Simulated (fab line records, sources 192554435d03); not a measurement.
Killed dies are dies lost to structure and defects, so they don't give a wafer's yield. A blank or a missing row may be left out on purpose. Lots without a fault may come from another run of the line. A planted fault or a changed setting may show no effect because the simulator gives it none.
Chamber matching | flow n5_finfet | N5_FIN_SAQP_STRIP_70 on rie_diel-06: 4 sister chambers
The step strips in N2/H2. 20 wafers are shown with their chamber, then 10 later ones without.

WAFERS WITH THEIR CHAMBER
wafer  | chamber | drypump_motor_current_A (A) | showerhead_plenum_p_Torr (Torr) | throttle_valve_pct (%)
L075.1 | 0       | 5.2                         | 3.49                            | 18.4
L075.4 | 1       | 6.4                         | 3.19                            | 18.9
L075.6 | 3       | 5.1                         | 3.31                            | 19.5
L079.2 | 1       | 6.4                         | 3.19                            | 18.9
L079.4 | 2       | 5.8                         | 3.43                            | 18.8
L079.5 | 3       | 5.1                         | 3.31                            | 19.0
L084.1 | 2       | 5.8                         | 3.42                            | 18.8
L084.2 | 1       | 6.4                         | 3.18                            | 18.9
L084.5 | 3       | 5.1                         | 3.30                            | 19.1
L085.2 | 3       | 5.1                         | 3.30                            | 19.1
L085.4 | 2       | 5.8                         | 3.42                            | 18.8
L085.6 | 0       | 5.2                         | 3.48                            | 18.4
L086.3 | 3       | 5.0                         | 3.30                            | 19.1
L086.4 | 3       | 5.1                         | 3.30                            | 19.1
L086.6 | 0       | 5.2                         | 3.48                            | 18.5
L087.2 | 2       | 5.8                         | 3.42                            | 18.8
L087.4 | 0       | 5.2                         | 3.47                            | 18.5
L087.6 | 3       | 5.1                         | 3.30                            | 19.1
L089.1 | 3       | 5.0                         | 3.29                            | 19.1
L089.3 | 2       | 5.8                         | 3.42                            | 18.8

SIGNATURES (means of the wafers above)
reading                  | chamber 0 | chamber 1 | chamber 2 | chamber 3 | scatter within a chamber
drypump_motor_current_A  | 5.200     | 6.400     | 5.800     | 5.075     | 0.0306
showerhead_plenum_p_Torr | 3.4800    | 3.1867    | 3.4220    | 3.3013    | 0.0063
throttle_valve_pct       | 18.450    | 18.900    | 18.800    | 19.138    | 0.103
Rule: a wafer's distance from a chamber is the root of the sum, over the readings, of the square of ((its reading less the chamber's mean) divided by the reading's scatter). The wafer belongs to the nearest chamber; if the next one is less than 2 further off, it can't be placed. The scatter: the root of (the sum of the squares of (reading less its chamber's mean) over the shown wafers, divided by (wafers less chambers)).

WAFERS WITHOUT THEIR CHAMBER
wafer  | drypump_motor_current_A (A) | showerhead_plenum_p_Torr (Torr) | throttle_valve_pct (%)
L089.6 | 5.2                         | 3.47                            | 18.5
L090.2 | 5.2                         | 3.47                            | 18.5
L090.3 | 6.4                         | 3.59                            | 18.5
L090.5 | 5.8                         | 3.42                            | 18.8
L093.2 | 5.2                         | 3.47                            | 18.5
L093.5 | 5.0                         | 3.29                            | 19.1
L093.6 | 5.8                         | 3.41                            | 18.8
L095.1 | 5.8                         | 3.41                            | 18.9
L095.2 | 5.1                         | 3.29                            | 19.1
L095.3 | 6.4                         | 3.58                            | 18.5

WHICH CHAMBER EACH WENT THROUGH
wafer  | from the rows above | in truth
L089.6 | 0                   | 0
L090.2 | 0                   | 0
L090.3 | 2                   | 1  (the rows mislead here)
L090.5 | 2                   | 2
L093.2 | 0                   | 0
L093.5 | 3                   | 3
L093.6 | 2                   | 2
L095.1 | 2                   | 2
L095.2 | 3                   | 3
L095.3 | 2                   | 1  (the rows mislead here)
Placed correctly: 8 of 10. Can't be placed from these rows: 0. Placed wrongly: 2.
